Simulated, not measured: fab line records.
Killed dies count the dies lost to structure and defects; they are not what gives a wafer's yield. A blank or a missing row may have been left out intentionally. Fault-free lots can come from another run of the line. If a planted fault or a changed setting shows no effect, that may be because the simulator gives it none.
Comparing a struck lot with a sound one | flow n5-finfet | 13 out of 1938 route steps
Sound: the wafers L413.2, L413.3, L413.5. Struck: wafer L403.5 (left out: L403.4, a lot-mate that was not struck); the cause follows at the end.
At each step with rows: each side's tool, then ch and its chambers, then its first start. Under that, the readings that differ: sound wafers | struck wafers | difference of the means | sigmas: that difference in standard deviations of wafers without a fault.
alike: words and numbers the same on both sides, and readings whose means are apart by under 2 such deviations; not compared: readings that were withheld, readings missing a value for some wafer, numbers with overlapping values and no deviation given by the record, and bounds like >300 which may hide the same value.
Wherever a step has rows on one side only, a row that says differs or no value, or a row with sigmas, the two part there. Non-overlapping numbers with no deviation appear without sigmas and do not part them. A reading that every wafer of one side lacks parts them only if that side has two wafers or more.

first, 9 steps without rows for these wafers: N5_BEOL_M0_CUTY_DESCUM_61 (chemistry O2, time 7.9 s); N5_BEOL_M0_CUTY_ETCH_62 (etches SiARC in CF4, time 58.5 s); N5_BEOL_M0_CUTY_ETCH_63 (etches SOC in N2/H2, target depth 82.7 nm, overetch 16.5 nm, time 124 s); N5_BEOL_M0_CUTY_STRIP_64 (strips in N2/H2); N5_BEOL_M0_ETCH_138 (etches SiCN in CH3F/O2, target depth 12 nm, time 31.6 s); N5_BEOL_M0_HM_OPEN_105 (chemistry Cl2/BCl3, target TiN, target depth 12 nm); N5_BEOL_M0_STRIP_140 (strips in CF4); N5_BEOL_M0_STRIP_104 (strips in N2/H2); N5_BEOL_M0_WET_ETCH_106 (etches SiO2 in DHF, target depth 130 nm, rinse time 30 s).
N5_BEOL_M0_ETCH_128: etches SiCN in CF4/N2, target depth 12 nm, overetch 5.1 nm, time 21.4 s.
  sound on rie-diel-05 ch 1,2,3, day 10 21:52; struck on rie-diel-02 ch 0, day 8 09:26
  reading                                         | sound          | struck | difference | sigmas
  drypump-motor-current-A (A)                     | 4.8 5.5 5.2    | 6.4    | +1.2       | +3
  model.TiN_of_BEOL_M0_SAQP_HM_DEP_02.thk-nm (nm) | 10.8 10.8 10.8 | 10.6   | -0.2       |
  alike: bias-w, oes-product-au, rf-vpp-V, showerhead-plenum-p-Torr, throttle-valve-pct
  not compared: rf-hours-counter-h
N5_BEOL_M0_TRENCH_ETCH_107: etches SiOC in C4F6/O2, target depth 32.8 nm, time 16.4 s.
  sound on rie-diel-05 ch 1,2,3, day 10 21:55; struck on rie-diel-02 ch 0, day 8 09:29
  reading                                         | sound       | struck | difference | sigmas
  drypump-motor-current-A (A)                     | 4.8 5.5 5.2 | 6.4    | +1.2       | +3
  model.TiN_of_BEOL_M0_SAQP_HM_DEP_02.thk-nm (nm) | 9.6 9.6 9.4 | 9.2    | -0.3       |
  alike: C4F6_flow_sccm, bias-w, oes_ar_750_au, oes-product-au, rf-vpp-V, showerhead-plenum-p-Torr, throttle-valve-pct
  not compared: rf-hours-counter-h
then, 1 step without rows for these wafers: N5_BEOL_M0_STRIP_142 (strips in N2/H2, time 10 s).
-- here the record skips 2 days between the struck wafers' starts before and after, leaving off in module BEOL_M0 and picking up in module BEOL_M4 (first step shown: number 1111 of the route) --
N5_BEOL_M4_RC_MEAS_101:
  sound on prober-01 ch 0, day 12 23:06; struck on prober-02 ch 0, day 10 18:28
  alike: DIBL_N, DIBL_P, IOFF_N, IOFF_P, ION_N, ION_P, SS_N, SS_P, VT_N, VT_P

WHERE THEY PART
Earliest at N5_BEOL_M0_ETCH_128; latest, in this record, at N5_BEOL_M0_TRENCH_ETCH_107. Later steps at which nothing parts them and some readings are alike: N5_BEOL_M4_RC_MEAS_101.

WHY: whatever the simulator had introduced
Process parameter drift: rie-diel-02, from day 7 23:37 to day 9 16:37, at N5_BEOL_M0_ETCH_128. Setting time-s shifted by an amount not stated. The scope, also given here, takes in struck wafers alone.
